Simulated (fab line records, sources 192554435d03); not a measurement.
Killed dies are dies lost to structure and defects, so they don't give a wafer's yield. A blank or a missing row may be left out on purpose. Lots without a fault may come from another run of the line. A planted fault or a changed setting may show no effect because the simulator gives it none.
Split-lot experiment | flow n5_finfet | 7 lots, 21 wafers read, on a route of 1938 steps

THE SPLIT
At N5_BEOL_M4_DESCUM_33 (chemistry O2, time 7 s), the setting time_s was moved away from the recipe's 7 s on 6 of the 21 wafers read, by -20.3% to +18.7%. The other wafers ran this setting at the recipe's value.

FROM THE SPLIT TO THE READING: what the file shows between them, 1 step
- N5_BEOL_M4_ETCH_77: etches underlayer in N2/H2, target depth 6.5 nm, time 5.2 s

THE READING
CAR-EUV_of_BEOL_M4_COAT_22.thk_nm (the simulator's own value, which no gauge read), in nm, at N5_BEOL_M4_ETCH_69 (etches SiARC in CF4, target depth 15.6 nm, time 26 s). The file gives no usual value for it. The 15 wafers here that ran the recipe average 11.3 nm, standard deviation 0.16 nm.

wafer  | tool, chamber at the split | time_s as run, s | against the recipe | CAR-EUV_of_BEOL_M4_COAT_22.thk_nm, nm | against lot-mates on the recipe
L076.3 | rie_diel-05, 3             | 5.579            | -20.3%             | 12.2                                  | +0.8
L076.4 | rie_diel-05, 0             | 7                | recipe             | 11.4                                  | -
L076.6 | rie_diel-05, 0             | 5.579            | -20.3%             | 11.8                                  | +0.4
L079.1 | rie_diel-03, 0,1,3         | 7                | recipe             | 11.4                                  | -
L079.5 | rie_diel-03, 0,1,3         | 7                | recipe             | 11.4                                  | -
L079.2 | rie_diel-03, 0,1,3         | 7                | recipe             | 11.2                                  | -
L078.1 | rie_diel-03, 3             | 6.232            | -11.0%             | 12                                    | +0.5
L078.2 | rie_diel-03, 0,3           | 7                | recipe             | 11.6                                  | -
L078.5 | rie_diel-03, 0,3           | 7                | recipe             | 11.4                                  | -
L081.1 | rie_diel-02, 0,3           | 7                | recipe             | 11.4                                  | -
L081.2 | rie_diel-02, 0,3           | 7                | recipe             | 11.4                                  | -
L081.4 | rie_diel-02, 2             | 7                | recipe             | 11.2                                  | -
L082.2 | rie_diel-05, 1             | 7.395            | +5.6%              | 11                                    | -0.2
L082.3 | rie_diel-05, 2             | 7.395            | +5.6%              | 11.2                                  | +0.0
L082.5 | rie_diel-05, 3             | 7                | recipe             | 11.2                                  | -
L084.2 | rie_diel-02, 0,3,0         | 7                | recipe             | 11                                    | -
L084.5 | rie_diel-02, 0,3,0         | 7                | recipe             | 11                                    | -
L084.3 | rie_diel-02, 0,3,0         | 7                | recipe             | 11.2                                  | -
L095.2 | rie_diel-02, 0             | 8.31             | +18.7%             | 10.6                                  | -0.7
L095.3 | rie_diel-02, 2,3           | 7                | recipe             | 11.2                                  | -
L095.5 | rie_diel-02, 2,3           | 7                | recipe             | 11.4                                  | -
Where a row lists several chambers, the file gives one row for several wafers and doesn't say which wafer went through which chamber.

THE FIT
A straight line over all 21 wafers: CAR-EUV_of_BEOL_M4_COAT_22.thk_nm changes by -0.0378 nm for each +1% of time_s; r = -0.88; the points scatter about the line by 0.17 nm.
The same after taking each lot's own level away (the mean of its wafers on the recipe; 21 wafers): -0.0324 nm for each +1%; r = -0.92; scatter 0.12 nm.
On that fit, the largest move of time_s shifts the reading by 0.66 nm.
The lots' own levels span 11.07 to 11.50 nm, that is 2.7 times the standard deviation above.
So the lot-to-lot level changes the slope: the two fits differ.
Check: with one of the wafers moved furthest among these (-20.3%) left out of the fit, the line predicts +0.595 nm for it against its lot-mates. It came out at +0.8 nm against them.

OTHER SPLITS ON THESE WAFERS
These wafers also went through other splits before the reading. Each is held against what the fit with the lots' levels taken away leaves over:
other split on the same wafers | wafers away from the commonest value | r with CAR-EUV_of_BEOL_M4_COAT_22.thk_nm (lot level and that fit taken away)
N5_BEOL_M3_COAT_22 spin_rpm    | 13                                   | -0.04
N5_BEOL_M4_COAT_05 spin_rpm    | 6                                    | -0.21
N5_BEOL_M4_COAT_76 spin_rpm    | 10                                   | +0.55

THE WHOLE CHAIN: every reading that the file lists as answering this split, in the file's order
step                 | what it does                                         | reading                                                                            | change (the file's fit)                | r (the file's)
N5_BEOL_M4_DESCUM_33 | chemistry O2, time 7 s                               | CAR-EUV_of_BEOL_M4_COAT_22.thk_nm (the simulator's own value, which no gauge read) | -0.0345 nm for each +1% of the setting | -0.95
N5_BEOL_M4_ETCH_69   | etches SiARC in CF4, target depth 15.6 nm, time 26 s | CAR-EUV_of_BEOL_M4_COAT_22.thk_nm (the simulator's own value, which no gauge read) | -0.0343 nm for each +1% of the setting | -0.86

THE FILE'S OWN FIT
CAR-EUV_of_BEOL_M4_COAT_22.thk_nm changes by -0.0343 nm for each +1% of time_s, r = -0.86.
